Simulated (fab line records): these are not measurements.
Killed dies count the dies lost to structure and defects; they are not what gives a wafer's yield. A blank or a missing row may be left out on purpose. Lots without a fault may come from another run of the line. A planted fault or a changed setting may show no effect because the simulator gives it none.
Split-lot experiment + flow n5Finfet + 21 wafers read across 7 lots, on a route 1938 steps long

== ON THE SPLIT ==
At N5_BEOL_M1_EXPOSE_25 (exposes mask V0, defocus 5 nm, target cd 24 nm), the setting doseMj was moved away from the recipe's 63 on 7 of the 21 wafers read, by -5.8% to +4.3%. All remaining wafers had this setting at the recipe value.

== FROM THE SPLIT TO THE READING: what the file shows between them, 2 steps ==
- N5_BEOL_M1_PEB_26: peb time 60 s
- N5_BEOL_M1_DEVELOP_27: develop time 30 s

== THE READING ==
cdNm, in nm, at N5_BEOL_M1_CD_MEAS_28 (target cd y 23.3 nm). Typical for fault-free wafers on this fab line: 24.03 nm, with standard deviation 0.26 nm.

| wafer  | tool, chamber at the split | doseMj as run | against the recipe | cdNm, nm | against lot-mates on the recipe |
|--------|----------------------------|---------------|--------------------|----------|---------------------------------|
| L074.2 | euvScanner-02, 0           | 61.16         | -2.9%              | 23.57    | -0.93                           |
| L074.3 | euvScanner-02, 0           | 61.16         | -2.9%              | 23.79    | -0.71                           |
| L074.4 | euvScanner-02, 0           | 63            | recipe             | 24.50    | -                               |
| L075.4 | euvScanner-02, 0           | 63            | recipe             | 23.76    | -                               |
| L075.5 | euvScanner-02, 0           | 59.36         | -5.8%              | 22.82    | -0.94                           |
| L075.6 | euvScanner-02, 0           | 59.36         | -5.8%              | 22.79    | -0.97                           |
| L078.1 | euvScanner-01, 0           | 63            | recipe             | 23.83    | -                               |
| L078.2 | euvScanner-01, 0           | 63            | recipe             | 23.89    | -                               |
| L078.5 | euvScanner-01, 0           | 65.72         | +4.3%              | 24.64    | +0.78                           |
| L080.2 | euvScanner-02, 0           | 63            | recipe             | 24.27    | -                               |
| L080.5 | euvScanner-02, 0           | 60.27         | -4.3%              | 22.69    | -1.43                           |
| L080.6 | euvScanner-02, 0           | 63            | recipe             | 23.96    | -                               |
| L086.2 | euvScanner-02, 0           | 63            | recipe             | 23.83    | -                               |
| L086.3 | euvScanner-02, 0           | 63            | recipe             | 24.05    | -                               |
| L086.5 | euvScanner-02, 0           | 63            | recipe             | 23.82    | -                               |
| L092.1 | euvScanner-02, 0           | 63            | recipe             | 24.60    | -                               |
| L092.5 | euvScanner-02, 0           | 63            | recipe             | 24.30    | -                               |
| L092.6 | euvScanner-02, 0           | 63            | recipe             | 24.15    | -                               |
| L093.1 | euvScanner-02, 0           | 63            | recipe             | 23.98    | -                               |
| L093.2 | euvScanner-02, 0           | 63            | recipe             | 24.24    | -                               |
| L093.6 | euvScanner-02, 0           | 60.95         | -3.3%              | 22.99    | -1.12                           |

FIT RESULTS
A straight line over all 21 wafers: cdNm changes by +0.215 nm for each +1% of doseMj; r = +0.88; the points scatter about the line by 0.28 nm.
The same after taking each lot's own level away (the mean of its wafers on the recipe; 21 wafers): +0.213 nm for each +1%; r = +0.92; scatter 0.22 nm.
That fit puts the effect of the largest move of doseMj on the reading at 1.2 nm.
The span of the lots' own levels, 23.760 to 24.500 nm, comes to 2.8 times the standard deviation stated above.
So the lot-to-lot level changes the slope little: the two slopes agree.
Check: -1.39 nm against its lot-mates is what the line predicts for one of the wafers moved furthest among these (-5.8%) when that wafer is left out of the fit. Against them it came out at -0.94 nm.

== ADDITIONAL SPLITS CARRIED BY THESE WAFERS ==
These wafers also went through other splits before the reading. Each is held against what the fit with the lots' levels taken away leaves over:
| other split on the same wafers   | wafers away from the commonest value | r with cdNm (lot level and that fit taken away) |
|----------------------------------|--------------------------------------|-------------------------------------------------|
| N5_BEOL_M0_SAQP_EXPOSE_37 doseMj | 5                                    | -0.09                                           |

== THE WHOLE CHAIN: every reading that the file lists as answering this split, in the file's order ==
| step                   | what it does                                                       | reading                                                       | change (the file's fit)               | r (the file's) |
|------------------------|--------------------------------------------------------------------|---------------------------------------------------------------|---------------------------------------|----------------|
| N5_BEOL_M1_CD_MEAS_28  | target cd y 23.3 nm                                                | cdNm                                                          | +0.234 nm for each +1% of the setting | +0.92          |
| N5_BEOL_M1_VIA_ETCH_34 | etches the open film in C4F6/O2, target depth 67.8 nm, time 64.4 s | BEOL_M1.cdNm (the simulator's own value, which no gauge read) | +0.147 nm for each +1% of the setting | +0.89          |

== THE FILE'S OWN FIT ==
cdNm changes by +0.234 nm for each +1% of doseMj, r = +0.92.
